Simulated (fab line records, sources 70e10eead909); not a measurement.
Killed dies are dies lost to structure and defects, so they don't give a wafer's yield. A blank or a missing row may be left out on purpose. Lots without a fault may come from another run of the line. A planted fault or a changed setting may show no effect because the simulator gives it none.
fab line records | flow nand_harc
record lots=13 wafers=37 last_day=25
route steps=1159 shown A_M1@1037 END@1159
lots that met no fault: from a run of the same line without faults
start_h: hours from the record's first day to the start of the lot's first wafer shown | wait_h: hours since the lot's step before | " the same as in the row above | L1.1+2: a row that stands for several wafers | - no value, or no start given | * or withheld: withheld | < > ~ a bound
route shown NAME@n: a module of which the file shows steps, and the number in the route of the first | usual: mean/standard deviation of fault-free wafers | same: alike in all rows | chamber/n: place in a boat | sites: the reading at each site | _std_site: their standard deviation | _edge_site: outer sites' mean less inner sites' | radius_mm: how far each site lies from the wafer's centre | mask NAME#n: copy n | behind: the tool/chamber that last shaped the wafer | hold: why the lot was held/for how many hours/how that ended | device: the transistor (n, p or np) that didn't switch | end of line: the same wafers' tests at the end of the route | a step without rows: its recipe alone | killed: dies lost to structure and defects at the first sort, not the wafer's yield | map: a wafer's dies, x killed, . not, _ none there
set.NAME: the setting as run; set.NAME@STEP: as run at that earlier step | model.NAME: the simulator's own value behind a step, which no gauge read
steps of the route over a sample of lots; a table a step, a row a wafer
services: from which hour (start_h, from the record's first day; less than 0 if before it) a tool's chamber was out of use, for how many hours, and why
## steps
# step NHARC_A_M1_OVL_MEAS_10
# recipe pitch_nm=240
# usual overlay_x_nm=0.0/0.79 overlay_y_nm=0.0/0.77
# columns lot.wafer tool chamber start_h wait_h overlay_x_nm overlay_y_nm
L988.1 overlay-02 - 415.11 - 0.5 0.1
L988.3 " - " " -0.1 0.2
L988.4 " - " " 1.0 0.5
L990.2 overlay-01 - 416.01 - -0.1 -0.9
L990.3 " - " " -0.4 -1.2
L990.5 " - " " -0.1 -1.1
L989.1 overlay-02 - 416.30 - 0.4 0.7
L989.4 " - " " 0.3 1.0
L989.5 " - " " 0.6 0.8
L991.1 overlay-01 - 427.70 - 0.8 -1.1
L991.2 " - " " 0.5 -1.4
L991.3 " - " " 0.9 -1.7
L993.1 overlay-02 - 428.50 - 0.7 -0.4
L993.2 " - " " 0.8 -0.1
L993.3 " - " " 0.2 -0.3
L992.1 overlay-01 - 439.10 - 0.7 0.3
L992.5 " - " " 0.1 0.6
L992.6 " - " " 0.6 0.5
L994.3 overlay-02 - 451.33 - 0.0 0.5
L994.4 " - " " 0.1 0.4
L994.6 " - " " -0.2 0.2
L999.6 overlay-02 - 482.63 - 0.0 -0.5
L103.1 overlay-02 - 497.18 - 1.0 0.5
L103.5 " - " " -0.2 0.3
L103.6 " - " " 0.4 1.3
L105.2 overlay-01 - 502.15 - -0.4 0.6
L105.5 " - " " -0.5 0.4
L105.6 " - " " -0.5 0.2
L108.1 overlay-02 - 512.65 - 0.2 -0.4
L108.4 " - " " 0.4 -0.3
L108.6 " - " " 0.6 0.0
L110.1 overlay-02 - 521.07 - 0.5 0.8
L110.2 " - " " 1.2 0.9
L110.4 " - " " 1.2 1.0
L111.2 overlay-01 - 555.42 - -2.1 0.0
L111.3 " - " " -2.8 -0.1
L111.4 " - " " -1.9 0.0
# step NHARC_A_M1_PVD_20
# recipe target_thk_a=50 bias_v=168.6 power_w=15000 chamber_pressure_pa=0.12 time_s=8.06 substrate_temp_c=50 material=TaN
# usual throttle_valve_pct=30.3/0.53
# columns lot.wafer tool chamber start_h wait_h throttle_valve_pct
L988.1 pvd_sputter-03 - - - 29.8
L988.4 " - " " 30.2
L988.3 " - " " 29.6
L990.3 pvd_sputter-01 - - - 30.4
L990.2 " - " " 30.3
L990.5 " - " " 30.6
L989.1 pvd_sputter-03 - - - 30.3
L989.4 " - " " 29.7
L989.5 " - " " 30.2
L991.3 pvd_sputter-01 - - - 30.7
L991.1 " - " " 30.5
L991.2 " - " " 30.4
L993.2 pvd_sputter-03 - - - 30.0
L993.3 " - " " 30.4
L993.1 " - " " 30.1
L992.1 pvd_sputter-03 - - - 29.8
L992.5 " - " " 30.3
L992.6 " - " " 29.8
L994.4 pvd_sputter-02 - - - 29.6
L994.3 " - " " 30.8
L994.6 " - " " 29.9
L999.6 pvd_sputter-03 - - - 30.1
L103.1 pvd_sputter-01 - - - 30.6
L103.5 " - " " 30.4
L103.6 " - " " 30.5
L105.2 pvd_sputter-01 - - - 30.3
L105.5 " - " " 31.5
L105.6 " - " " 30.1
L108.1 pvd_sputter-01 - - - 30.5
L108.4 " - " " 30.4
L108.6 " - " " 30.4
L110.4 pvd_sputter-03 - - - 29.5
L110.2 " - " " 29.7
L110.1 " - " " 29.8
L111.2 pvd_sputter-02 - - - 30.0
L111.3 " - " " 29.0
L111.4 " - " " 30.8
# step NHARC_A_M1_CMP_23
# recipe t_overpolish_s=20 target_thk_nm=154.34
# usual motor_current_A=12.0/1.7 time_to_endpoint_s=28.6/2.5
# columns lot.wafer tool chamber start_h wait_h motor_current_A time_to_endpoint_s
L988.3 cmp-02 1 417.33 - 13.0 28.7
L988.1 " 2 " " 12.1 26.9
L988.4 " 0 " " 11.3 28.4
L990.2 cmp-03 2 418.21 - 11.7 24.6
L990.3 " 1 " " 12.7 30.6
L990.5 " 3 " " 10.8 31.2
L989.1 cmp-03 1 418.58 - 12.3 30.6
L989.4 " 2 " " 11.0 30.8
L989.5 " 0 " " 11.9 27.6
L991.2 cmp-02 3 430.21 - 16.6 33.0
L991.3 " 1 " " 13.2 29.4
L991.1 " 2 " " 11.5 30.1
L993.3 cmp-04 1 431.04 - 10.4 28.0
L993.2 " 2 " " 10.7 27.4
L993.1 " 0 " " 11.7 31.5
L992.1 cmp-03 1 441.39 - 11.8 30.6
L992.5 " 2 " " 11.0 26.4
L992.6 " 3 " " 11.3 29.6
L994.3 cmp-03 2 454.28 - 10.9 25.9
L994.4 " 3 " " 11.5 32.9
L994.6 " 1 " " 11.7 28.3
L999.6 cmp-02 1 484.95 - 12.9 37.1
L103.1 cmp-02 1 499.46 - 13.3 37.3
L103.6 " 0 " " 11.2 27.3
L103.5 " 1 " " 13.5 36.9
L105.2 cmp-03 1 504.41 - 12.1 27.7
L105.5 " 1 " " 12.2 28.8
L105.6 " 2 " " 10.9 26.6
L108.1 cmp-04 1 514.87 - 9.7 25.0
L108.4 " 0 " " 12.6 31.8
L108.6 " 2 " " 10.9 26.4
L110.4 cmp-03 2 523.34 - 10.6 28.9
L110.2 " 3 " " 11.3 28.3
L110.1 " 0 " " 12.0 27.6
L111.2 cmp-04 2 558.01 - 10.2 30.1
L111.4 " 3 " " 10.6 32.6
L111.3 " 0 " " 11.3 36.0
# step NHARC_A_M1_INSPECT_27
# usual raw_defect_count=419/91
# columns lot.wafer tool chamber start_h wait_h hold raw_defect_count
L988.1 defect_inspect-01 - 417.80 0.0 - 404
L988.3 " - " " - 346
L988.4 " - " " - 391
L990.2 defect_inspect-02 - 418.70 0.0 - 393
L990.3 " - " " - 413
L990.5 " - " " - 366
L989.1 defect_inspect-02 - 419.02 0.0 - 331
L989.4 " - " " - 460
L989.5 " - " " - 529
L991.1 defect_inspect-01 - 430.68 0.0 - 534
L991.2 " - " " - 326
L991.3 " - " " - 382
L993.1 defect_inspect-02 - 431.52 0.0 - 292
L993.2 " - " " - 327
L993.3 " - " " - 230
L992.1 defect_inspect-02 - 441.78 0.0 - 279
L992.5 " - " " - 318
L992.6 " - " " - 380
L994.3 defect_inspect-02 - 454.73 0.0 - 475
L994.4 " - " " - 528
L994.6 " - " " - 384
L999.6 defect_inspect-02 - 485.32 0.0 await_dispo/0.2h/release 4633
L999.6 defect_inspect-02 - 485.49 0.2 - 4658
L103.1 defect_inspect-02 - 499.91 0.0 await_dispo/0.2h/release 4674
L103.5 " - " " await_dispo/0.2h/release 4749
L103.6 " - " " await_dispo/0.2h/release 329
L103.1 defect_inspect-02 - 500.08 0.2 - 4663
L103.5 " - " " - 4774
L103.6 " - " " - 335
L105.2 defect_inspect-02 - 504.88 0.0 - 387
L105.5 " - " " - 599
L105.6 " - " " - 549
L108.1 defect_inspect-01 - 515.34 0.0 - 453
L108.4 " - " " - 400
L108.6 " - " " - 391
L110.1 defect_inspect-02 - 523.81 0.0 - 497
L110.2 " - " " - 354
L110.4 " - " " - 568
L111.2 defect_inspect-02 - 558.45 0.0 - 387
L111.3 " - " " - 360
L111.4 " - " " - 326
# step NHARC_A_M1_DEP_33
# recipe target_thk_a=300 temp_c=370 target_thk_nm=30 pressure_torr=3 flow_sccm=200 rf_w=450 material=SiCN
# usual heater_power_w=594/88
# columns lot.wafer tool chamber start_h wait_h heater_power_w
L988.1 pecvd-01 2 417.95 0.1 389
L988.3 " 0 " " 531
L988.4 " 1 " " 539
L990.3 pecvd-03 2 419.38 0.1 633
L990.2 " 0 " " 707
L990.5 " 1 " " 508
L989.1 pecvd-04 1 419.55 0.1 611
L989.5 " 0 " " 624
L989.4 " 2 " " 565
L991.1 pecvd-03 0 430.82 0.1 741
L991.2 " 1 " " 541
L991.3 " 2 " " 677
L993.1 pecvd-04 2 431.66 0.1 504
L993.2 " 0 " " 626
L993.3 " 1 " " 692
L992.1 pecvd-04 2 442.02 0.1 569
L992.5 " 0 " " 556
L992.6 " 1 " " 577
L994.3 pecvd-03 1 454.92 0.1 577
L994.6 " 0 " " 708
L994.4 " 2 " " 704
L999.6 pecvd-01 2 487.52 0.2 373
L105.2 pecvd-03 2 505.02 0.1 574
L105.5 " 2 " " 576
L105.6 " 1 " " 618
L103.1 pecvd-01 0 506.75 0.1 565
L103.6 " 1 " " 595
L103.5 " 0 " " 555
L108.1 pecvd-01 2 515.49 0.1 402
L108.4 " 2 " " 397
L108.6 " 0 " " 628
L110.2 pecvd-01 1 523.96 0.1 647
L110.1 " 2 " " 399
L110.4 " 0 " " 595
L111.2 pecvd-01 2 559.55 0.1 417
L111.3 " 0 " " 599
L111.4 " 2 " " 426
# step NHARC_END_SORT_01
# recipe temp_c=25
# usual defect_limited_yield=95.6/1.4 killed_at_array=25/9.2 killed_at_other=0.8/1.2 killed_at_periphery=3.9/2.6 killed_dies=30/9.7 killed_open=3.4/1.9 killed_short=2.0/1.4 sort_bin_2_pct=1.4/0.62 sort_bin_3_pct=0.24/0.2 sort_bin_4_pct=2.8/0.92 sort_n_pass=647/9.7 sort_rim_yield_pct=94/3.3 sort_yield_pct=95.6/1.4
# same gross_dies=677 sort_bin_5_pct[%]=0 sort_bin_6_pct[%]=0 sort_bin_7_pct[%]=0 sort_bin_8_pct[%]=0 sort_rim_n_gross=106.00
# columns lot.wafer tool chamber start_h wait_h defect_limited_yield[%] killed_at_array killed_at_other killed_at_periphery killed_dies killed_open killed_short sort_bin_2_pct[%] sort_bin_3_pct[%] sort_bin_4_pct[%] sort_n_pass sort_rim_yield_pct[%] sort_yield_pct[%]
L990.2 prober-02 0 460.00 2.8 97.0 14 0 6 20 4 0 0.6 0 2.4 657 98 97.0
L990.3 prober-02 0 460.80 3.1 97.3 15 0 3 18 4 1 0.9 0.15 1.6 659 97 97.3
L990.5 prober-02 0 462.38 3.7 96.2 18 0 8 26 4 2 1.3 0.30 2.2 651 98 96.2
L991.1 prober-02 0 466.98 2.5 97.9 10 0 4 14 3 3 0.4 0.15 1.5 663 95 97.9
L991.2 prober-02 0 467.77 2.8 97.5 10 0 7 17 2 3 0.7 0.15 1.6 660 96 97.5
L991.3 prober-02 0 468.56 3.1 97.9 9 1 4 14 1 2 0.6 0 1.5 663 99 97.9
L994.3 prober-01 0 492.66 3.1 96.6 13 0 10 23 3 0 1.2 0.15 2.1 654 94 96.6
L994.4 prober-01 0 493.45 3.4 96.3 15 0 10 25 4 0 1.0 0.15 2.5 652 96 96.3
L994.6 prober-01 0 495.04 4.0 97.5 8 0 9 17 1 1 0.9 0.15 1.5 660 100 97.5
L999.6 prober-02 0 535.99 4.1 0 674 1 2 677 2 1 1.9 94.83 3.2 0 0 0
L105.2 prober-02 0 544.72 2.8 96.6 19 1 3 23 6 2 0.7 0.30 2.4 654 94 96.6
L105.5 prober-02 0 547.12 3.7 96.8 19 1 2 22 7 3 0.7 0.30 2.2 655 98 96.8
L105.6 prober-02 0 547.91 4.0 97.9 10 1 3 14 2 1 0.9 0.15 1.0 663 97 97.9
L103.1 prober-02 0 549.21 2.5 0 671 2 4 677 5 2 2.4 94.53 3.1 0 0 0
L103.5 prober-02 0 552.38 3.7 0 670 3 4 677 2 1 2.2 95.42 2.4 0 0 0
L103.6 prober-02 0 553.17 4.0 93.1 46 0 1 47 5 1 2.1 0.59 4.3 630 95 93.1
L108.4 prober-02 0 554.09 3.4 94.2 33 1 5 39 3 4 2.1 0.59 3.1 638 92 94.2
L110.1 prober-01 0 559.62 2.5 94.7 34 0 2 36 5 3 1.2 0.15 4.0 641 91 94.7
L110.2 prober-01 0 560.41 2.8 95.3 28 1 3 32 3 5 1.8 0.15 2.8 645 93 95.3
L110.4 prober-01 0 561.98 3.4 93.9 34 1 6 41 0 3 2.2 0.44 3.4 636 86 93.9
L111.2 prober-02 0 591.64 2.8 96.2 17 3 6 26 5 1 1.0 0 2.8 651 94 96.2
L111.3 prober-02 0 592.43 3.1 95.6 27 1 2 30 9 1 2.1 0.15 2.2 647 97 95.6
L111.4 prober-02 0 593.22 3.4 98.1 12 0 1 13 2 2 0.6 0 1.3 664 98 98.1
# killed by level:class
L990.2 A_CHANNEL_HOLE_D1:chamber_film_flake=7 A_CONTACT:chamber_film_flake=3 P_CONTACT:geometric_particle:open=2 P_STI:chamber_film_flake=2 A_STAIRCASE:chamber_film_flake=2 P_M2:geometric_particle:open=1 A_SGD_CUT:geometric_particle:open=1 P_GATE:chamber_film_flake=1
L990.3 A_CHANNEL_HOLE_D1:chamber_film_flake=5 A_CONTACT:chamber_film_flake=4 A_CHANNEL_FILL_D1:geometric_particle:open=2 P_CONTACT:geometric_particle:open=1 P_M0:geometric_particle:open=1 A_M0:geometric_particle:short=1 P_STI:chamber_film_flake=1 A_STAIRCASE:chamber_film_flake=1
L990.5 A_CHANNEL_HOLE_D1:chamber_film_flake=13 P_CONTACT:geometric_particle:open=3 P_STI:chamber_film_flake=3 A_CONTACT:chamber_film_flake=2 P_STI:geometric_particle:short=1 A_CHANNEL_FILL_D1:geometric_particle:open=1 A_CHANNEL_FILL_D1:geometric_particle:short=1 P_BONDPAD:chamber_film_flake=1
L991.1 A_STAIRCASE:chamber_film_flake=3 P_M0:geometric_particle:open=2 A_M1:chamber_film_flake=2 P_CONTACT:geometric_particle:short=1 A_CHANNEL_FILL_D1:geometric_particle:short=1 A_BLC:geometric_particle:short=1 A_BLC:geometric_particle:open=1 P_GATE:chamber_film_flake=1
L991.2 A_CHANNEL_HOLE_D1:chamber_film_flake=4 P_CONTACT:geometric_particle:short=2 P_GATE:chamber_film_flake=2 A_STAIRCASE:chamber_film_flake=2 A_M1:chamber_film_flake=2 P_M0:geometric_particle:open=1 P_M1:geometric_particle:short=1 A_BLC:geometric_particle:open=1
L991.3 A_STAIRCASE:chamber_film_flake=5 P_GATE:chamber_film_flake=2 P_M0:geometric_particle:short=1 A_BLC:geometric_particle:open=1 P_M2:chamber_film_flake=1 STARTING-WAFER:geometric_particle:short=1 A_CHANNEL_HOLE_D1:chamber_film_flake=1 A_CHANNEL_FILL_D1:chamber_film_flake=1
L994.3 P_ZERO_WELL:chamber_film_flake=5 A_STAIRCASE:chamber_film_flake=5 A_CHANNEL_HOLE_D1:chamber_film_flake=3 P_STI:chamber_film_flake=2 A_CONTACT:chamber_film_flake=2 P_GATE:geometric_particle:open=1 P_M0:geometric_particle:open=1 A_CONTACT:geometric_particle:open=1
L994.4 P_ZERO_WELL:chamber_film_flake=7 A_CHANNEL_HOLE_D1:chamber_film_flake=4 P_STI:chamber_film_flake=3 A_SLIT:chamber_film_flake=3 A_WL_FILL:geometric_particle:open=2 A_STAIRCASE:chamber_film_flake=2 A_CHANNEL_FILL_D1:geometric_particle:open=1 A_CONTACT:geometric_particle:open=1
L994.6 P_ZERO_WELL:chamber_film_flake=5 P_STI:chamber_film_flake=4 A_CHANNEL_HOLE_D1:chamber_film_flake=2 A_STAIRCASE:chamber_film_flake=2 A_CONTACT:chamber_film_flake=2 A_CONTACT:geometric_particle:short=1 A_CONTACT:geometric_particle:open=1
L999.6 A_M1:area_cmp=640 A_CHANNEL_HOLE_D1:chamber_film_flake=17 A_SLIT:chamber_film_flake=11 A_ONON_D1:geometric_particle:open=1 A_CONTACT:geometric_particle:open=1 A_CONTACT:geometric_particle:short=1 P_ZERO_WELL:chamber_film_flake=1 P_GATE:chamber_film_flake=1
L105.2 A_CHANNEL_HOLE_D1:chamber_film_flake=5 A_CONTACT:chamber_film_flake=5 A_ONON_D1:geometric_particle:open=2 P_GATE:chamber_film_flake=2 P_CONTACT:geometric_particle:open=1 A_ONON_D1:geometric_particle:short=1 A_CHANNEL_FILL_D1:geometric_particle:short=1 A_WL_FILL:geometric_particle:open=1
L105.5 A_CONTACT:chamber_film_flake=6 A_M0:geometric_particle:open=4 A_CHANNEL_HOLE_D1:chamber_film_flake=3 A_CONTACT:geometric_particle:open=2 P_M1:geometric_particle:open=1 A_ONON_D1:geometric_particle:short=1 A_CHANNEL_FILL_D1:geometric_particle:short=1 A_WL_FILL:geometric_particle:short=1
L105.6 A_CONTACT:chamber_film_flake=5 A_CHANNEL_HOLE_D1:chamber_film_flake=3 P_GATE:geometric_particle:open=1 A_CHANNEL_HOLE_D1:geometric_particle:short=1 STARTING-WAFER:geometric_particle:open=1 P_GATE:chamber_film_flake=1 P_M2:chamber_film_flake=1 A_WL_FILL:chamber_film_flake=1
L103.1 A_M1:area_cmp=639 A_SLIT:chamber_film_flake=12 A_CHANNEL_HOLE_D1:chamber_film_flake=11 THIN_TSV:chamber_film_flake=2 P_CONTACT:geometric_particle:open=1 A_SOURCE_PLATE:geometric_particle:open=1 A_ONON_D1:geometric_particle:short=1 A_CHANNEL_HOLE_D1:geometric_particle:short=1
L103.5 A_M1:area_cmp=646 A_CHANNEL_HOLE_D1:chamber_film_flake=15 A_SLIT:chamber_film_flake=6 P_M1:chamber_film_flake=3 THIN_TSV:chamber_film_flake=3 P_CONTACT:geometric_particle:open=1 A_SOURCE_PLATE:geometric_particle:open=1 A_CHANNEL_HOLE_D1:geometric_particle:short=1
L103.6 A_CHANNEL_HOLE_D1:chamber_film_flake=24 A_SLIT:chamber_film_flake=13 A_CONTACT:geometric_particle:open=2 A_STAIRCASE:chamber_film_flake=2 P_CONTACT:geometric_particle:open=1 A_WL_FILL:geometric_particle:short=1 A_WL_FILL:geometric_particle:open=1 A_M1:geometric_particle:open=1
L108.4 A_SLIT:chamber_film_flake=11 A_CHANNEL_HOLE_D1:chamber_film_flake=10 A_CHANNEL_FILL_D1:chamber_film_flake=3 A_CONTACT:chamber_film_flake=3 P_M0:chamber_film_flake=2 P_CONTACT:geometric_particle:short=1 P_CONTACT:geometric_particle:open=1 A_SOURCE_PLATE:geometric_particle:short=1
L110.1 A_SLIT:chamber_film_flake=11 A_CONTACT:chamber_film_flake=9 A_CHANNEL_HOLE_D1:chamber_film_flake=6 A_CHANNEL_FILL_D1:geometric_particle:open=2 P_M1:geometric_particle:short=1 P_M2:geometric_particle:open=1 A_CHANNEL_FILL_D1:geometric_particle:short=1 A_WL_FILL:geometric_particle:open=1
L110.2 A_SLIT:chamber_film_flake=10 A_CHANNEL_HOLE_D1:chamber_film_flake=7 A_CONTACT:chamber_film_flake=4 A_M0:geometric_particle:open=2 P_M1:geometric_particle:short=1 A_ONON_D1:geometric_particle:short=1 A_CHANNEL_FILL_D1:geometric_particle:short=1 A_WL_FILL:geometric_particle:short=1
L110.4 A_SLIT:chamber_film_flake=12 A_CHANNEL_HOLE_D1:chamber_film_flake=10 A_CONTACT:chamber_film_flake=5 P_STI:chamber_film_flake=2 P_BONDPAD:chamber_film_flake=2 A_STAIRCASE:chamber_film_flake=2 A_WL_FILL:chamber_film_flake=2 A_SOURCE_PLATE:geometric_particle:short=1
L111.2 A_CHANNEL_HOLE_D1:chamber_film_flake=10 P_M1:chamber_film_flake=3 THIN_TSV:chamber_film_flake=2 P_GATE:geometric_particle:open=1 P_M1:geometric_particle:open=1 A_CHANNEL_HOLE_D1:geometric_particle:open=1 A_SGD_CUT:geometric_particle:open=1 A_M0:geometric_particle:open=1
L111.3 A_CHANNEL_HOLE_D1:chamber_film_flake=7 A_WL_FILL:chamber_film_flake=5 A_M0:geometric_particle:open=3 A_M0:chamber_film_flake=3 A_ONON_D1:geometric_particle:open=2 A_STAIRCASE:chamber_film_flake=2 A_CONTACT:chamber_film_flake=2 P_GATE:geometric_particle:open=1
L111.4 A_CHANNEL_HOLE_D1:chamber_film_flake=4 A_M0:chamber_film_flake=3 P_STI:geometric_particle:short=1 A_ONON_D1:geometric_particle:open=1 A_CHANNEL_FILL_D1:geometric_particle:short=1 A_M1:geometric_particle:open=1 A_SLIT:chamber_film_flake=1 A_CONTACT:chamber_film_flake=1
## services
# columns tool chamber start_h hours kind
cmp-02 - 398.80 0.3 repair
cmp-04 - 399.12 4.0 pm
cmp-02 - 408.65 0.8 repair
cmp-04 - 408.91 4.3 repair
pecvd-01 - 418.21 13.0 pm
cmp-02 - 422.52 4.0 pm
pvd_sputter-01 - 438.65 3.7 repair
cmp-02 - 448.72 0.8 repair
cmp-03 - 450.11 4.0 pm
pvd_sputter-03 - 458.09 10.0 pm
cmp-02 - 459.33 1.7 repair
pecvd-01 - 461.50 2.8 repair
pecvd-03 - 473.10 13.0 pm
pecvd-04 2 478.29 19.0 repair
cmp-02 - 489.81 2.4 repair
cmp-04 - 497.12 4.0 pm
pecvd-04 0 498.02 17.1 repair
pvd_sputter-01 - 514.00 10.0 pm
cmp-02 - 520.52 4.0 pm
cmp-03 - 529.55 0.4 repair
cmp-04 - 531.16 1.9 repair
pecvd-04 0 539.50 13.9 repair
cmp-02 - 542.85 1.4 repair
cmp-03 - 548.13 4.0 pm
## key
first_sign step=NHARC_A_M1_CMP_23 reading=time_to_endpoint_s direction=up sigmas=3.5 usual=* struck=*
effect step=NHARC_A_M1_INSPECT_27 reading=visit direction=added
effect step=NHARC_A_M1_INSPECT_27 reading=raw_defect_count direction=up sigmas=47 usual=419 struck=4685
effect step=NHARC_END_SORT_01 reading=sort_bin_3_pct direction=up sigmas=99+ usual=0.24 struck=94.93
more_kills_born_at NHARC_A_M1_CMP_23@cmp-02=1925
met_at NHARC_A_M1_CMP_23
struck_lots L999,L103
struck_wafers L999.6,L103.1,L103.5
later_rows_left_out L999.6,L103.1,L103.5
not_acting_at NHARC_A_M1_OVL_MEAS_10,NHARC_A_M1_PVD_20,NHARC_A_M1_DEP_33
onset_between 430.21 484.95
fault kind=process_parameter_drift tool=cmp-02 chamber=1 onset_h=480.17 steps=NHARC_A_M1_CMP_23 channel=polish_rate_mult offset=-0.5 shape=step end_h=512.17
# later_rows_left_out: the simulator's readings of these wafers behind a module that went badly wrong aren't trusted and aren't shown, but for the sort
